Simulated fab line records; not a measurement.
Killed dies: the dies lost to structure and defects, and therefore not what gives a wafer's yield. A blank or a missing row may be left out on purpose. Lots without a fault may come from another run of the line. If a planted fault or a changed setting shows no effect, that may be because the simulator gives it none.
Split-lot study	flow n5-finfet	on a route of 1938 steps: 7 lots, 21 wafers read

== ABOUT THE SPLIT ==
At N5_BEOL_M9_COAT_22 (resist thk 30 nm), the setting spin-rpm was moved away from the recipe's 1500 rpm on 6 of the 21 wafers read, by -9.5% to +11.1%. For the rest of the wafers, this setting stayed at what the recipe calls for.

== FROM THE SPLIT TO THE READING: what the file shows between them, 3 steps ==
- N5_BEOL_M9_EBR_24
- N5_BEOL_M9_SOFTBAKE_23: time 60 s
- N5_BEOL_M9_DESCUM_33: chemistry O2, time 7 s

== THE READING ==
CAR-EUV_of_BEOL_M9_COAT_22.thk-nm (the simulator's own value, which no gauge read), in nm, at N5_BEOL_M9_ETCH_76 (etches underlayer in N2/H2, target depth 6.5 nm, time 5.2 s). The file gives no usual value for it. Here, 15 wafers ran the recipe; their average is 20.3 nm with a standard deviation of 0.12 nm.

wafer	tool, chamber at the split	spin-rpm as run, rpm	against the recipe	CAR-EUV_of_BEOL_M9_COAT_22.thk-nm, nm	against lot-mates on the recipe
L076.1	litho-track-01, 0	1500	recipe	20.2	-
L076.2	litho-track-01, 0	1667	+11.1%	18.8	-1.5
L076.5	litho-track-01, 0	1500	recipe	20.4	-
L080.1	litho-track-03, 0	1500	recipe	20.4	-
L080.3	litho-track-03, 0	1500	recipe	20.2	-
L080.6	litho-track-03, 0	1500	recipe	20.2	-
L089.3	litho-track-03, 0	1575	+5.0%	19.6	-0.7
L089.4	litho-track-03, 0	1500	recipe	20.4	-
L089.5	litho-track-03, 0	1500	recipe	20.2	-
L094.1	litho-track-02, 0	1500	recipe	20.2	-
L094.2	litho-track-02, 0	1500	recipe	20.2	-
L094.5	litho-track-02, 0	1500	recipe	20.4	-
L091.2	litho-track-02, 0	1357	-9.5%	21.6	+1.4
L091.6	litho-track-02, 0	1357	-9.5%	21.6	+1.4
L091.4	litho-track-02, 0	1500	recipe	20.2	-
L095.2	litho-track-03, 0	1500	recipe	20.6	-
L095.3	litho-track-03, 0	1500	recipe	20.4	-
L095.6	litho-track-03, 0	1500	recipe	20.4	-
L096.2	litho-track-01, 0	1550	+3.3%	20	-0.4
L096.4	litho-track-01, 0	1550	+3.3%	19.8	-0.6
L096.6	litho-track-01, 0	1500	recipe	20.4	-

FIT RESULTS
A straight line over all 21 wafers: CAR-EUV_of_BEOL_M9_COAT_22.thk-nm changes by -0.135 nm for each +1% of spin-rpm; r = -0.98; the points scatter about the line by 0.11 nm.
The same after taking each lot's own level away (the mean of its wafers on the recipe; 21 wafers): -0.142 nm for each +1%; r = -0.99; scatter 0.089 nm.
Per that fit: largest spin-rpm move, reading shift of 1.6 nm.
The span of the lots' own levels, 20.20 to 20.47 nm, comes to 2.2 times the standard deviation stated above.
So the lot-to-lot level changes the slope little: the two slopes agree.
Check: with one of the wafers moved furthest among these (+11.1%) left out of the fit, the line predicts -1.63 nm for it against its lot-mates. It came out at -1.5 nm against them.

== OTHER SPLITS ON THESE WAFERS ==
These wafers also went through other splits before the reading. Each is held against what the fit with the lots' levels taken away leaves over:
other split on the same wafers	wafers away from the commonest value	r with CAR-EUV_of_BEOL_M9_COAT_22.thk-nm (lot level and that fit taken away)
N5_BEOL_M7_HM_DEP_02 target-thk-a	7	+0.11
N5_BEOL_M8_COAT_22 spin-rpm	6	-0.25
N5_BEOL_M8_EXPOSE_25 dose-mj	9	-0.04
N5_BEOL_M9_ETCH_62 source-w	4	+0.25

== THE WHOLE CHAIN: every reading that the file lists as answering this split, in the file's order ==
step	what it does	reading	change (the file's fit)	r (the file's)
N5_BEOL_M9_COAT_22	resist thk 30 nm	CAR-EUV_of_BEOL_M9_COAT_22.thk-nm (the simulator's own value, which no gauge read)	-0.15 nm for each +1% of the setting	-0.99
N5_BEOL_M9_ETCH_76	etches underlayer in N2/H2, target depth 6.5 nm, time 5.2 s	CAR-EUV_of_BEOL_M9_COAT_22.thk-nm (the simulator's own value, which no gauge read)	-0.14 nm for each +1% of the setting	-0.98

== THE FILE'S OWN FIT ==
CAR-EUV_of_BEOL_M9_COAT_22.thk-nm changes by -0.14 nm for each +1% of spin-rpm, r = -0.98.
